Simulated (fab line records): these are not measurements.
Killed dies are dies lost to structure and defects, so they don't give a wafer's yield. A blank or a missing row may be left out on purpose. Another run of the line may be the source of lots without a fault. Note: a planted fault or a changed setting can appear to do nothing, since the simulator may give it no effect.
Code-filled problem report in 8D (eight disciplines) form / flow n5Finfet / the parts of the form that need people (team, actions taken, sign-off) are left out

== 1. PROBLEM STATEMENT ==
At N5_BEOL_M12_OCD_MEAS_35, trenchDepthNm averages 256 nm over 2 wafers from 2 lots, while fault-free wafers read 319 nm, standard deviation 3.1. Relative to the usual mean, that is a shift of -20 standard deviations.
Earliest sighting: wafer L630.2 on ocd-01 at day 14 10:26. Wafers with a number at this step in the record: 20, from 7 lots. The rule behind "out" and "out of limits": a value lying over 4 standard deviations away from the usual mean. The rest of the wafers with a number are treated as sound.

== 2. WHAT IT IS AND WHAT IT IS NOT ==
question=which readings at this step | is=trenchDepthNm | is not=-
question=which lots | is=L630, L634 | is not=L619, L624, L636, L640, L641
question=which wafers of those lots | is=L630.2, L634.2 | is not=L630.3, L630.6, L634.1, L634.6
question=read on which gauges | is=ocd-01 | is not=ocd-02
question=when | is=from day 14 10:26 | is not=up to then (7 sound wafers); but 11 sound wafers of L634, L636, L640, L641 came after

== 3. SUSPECTS, AND WHAT RULES EACH OUT ==
Counting: a tool at a process step up to the reading stays a suspect if it ran every lot that is out. Sound lots after the first of them don't rule it out here, since some wafers of a struck lot are sound.
- the gauge at N5_BEOL_M12_OCD_MEAS_35 is ruled out. All the wafers that are out were read on ocd-01, but those of them that N5_BEOL_M12_THK_MEAS_50 has rows for are out there too, on other tools.
- rieDiel-03 at N5_BEOL_M12_TRENCH_ETCH_34 (etches SiOC in C4F8/O2/Ar, target depth 318.95 nm, time 125.5 s): kept. Every lot that is out went through it, the first being L630 (day 14 10:17); the last sound lot it ran before that was L624 (day 12 23:44).
After counting, what remains is rieDiel-03 at N5_BEOL_M12_TRENCH_ETCH_34.

== 4. THE CAUSE (what the simulator had put in) ==
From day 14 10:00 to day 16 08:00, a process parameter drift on rieDiel-03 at N5_BEOL_M12_TRENCH_ETCH_34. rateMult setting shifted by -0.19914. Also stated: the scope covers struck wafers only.
The count eliminated every tool but this one.

== 5. SEQUENCE OF EFFECTS, ordered by route ==
Each row: a reading whose mean over the struck wafers that have a number lies more than 3 standard deviations from the usual. Only readings for which the record gives a usual standard deviation are gone through. hours: the time from each lot's start at the first step in this table that gives one to its start at this step, as a median over the lots. sigmas: the change in usual standard deviations.
hours=0; step=N5_BEOL_M12_OCD_MEAS_35; reading=trenchDepthNm; usual=319 nm; on struck wafers=256; change=-64; sigmas=-20
hours=4; step=N5_BEOL_M12_THK_MEAS_50; reading=M12_THK; usual=316 nm; on struck wafers=253; change=-63; sigmas=-16
hours=4; step=N5_BEOL_M12_RS_MEAS_54; reading=M12_RS; usual=0.0601 ohm/sq; on struck wafers=0.0762; change=+0.0161; sigmas=+23
hours=29; step=N5_BEOL_M15_RC_MEAS_101; reading=SERP_M12; usual=0.634 ohm/um; on struck wafers=0.811; change=+0.177; sigmas=+12
hours=29; step=N5_BEOL_M15_RC_MEAS_101; reading=SERP_M12_max_site; usual=0.647 ohm/um; on struck wafers=0.821; change=+0.173; sigmas=+12
At these later measuring or inspecting steps, every struck wafer for which the step has a row has a number for every such reading, and none has moved that far: N5_BEOL_M12_INSPECT_55.

== 6. WHAT WOULD HAVE CAUGHT IT SOONER ==
In this record the first reading out of limits at a measuring or inspecting step was taken at day 14 10:26, 0 hours after the fault began at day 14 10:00.
Of the tool readings at N5_BEOL_M12_TRENCH_ETCH_34 for which the record gives a usual standard deviation, none was out on any struck wafer, so an alarm limit of 4 standard deviations on them would not have fired.
L634, from the lots that are out (2), started N5_BEOL_M12_TRENCH_ETCH_34 on rieDiel-03 later than day 14 10:26. Holding the tool at that time would have saved it.
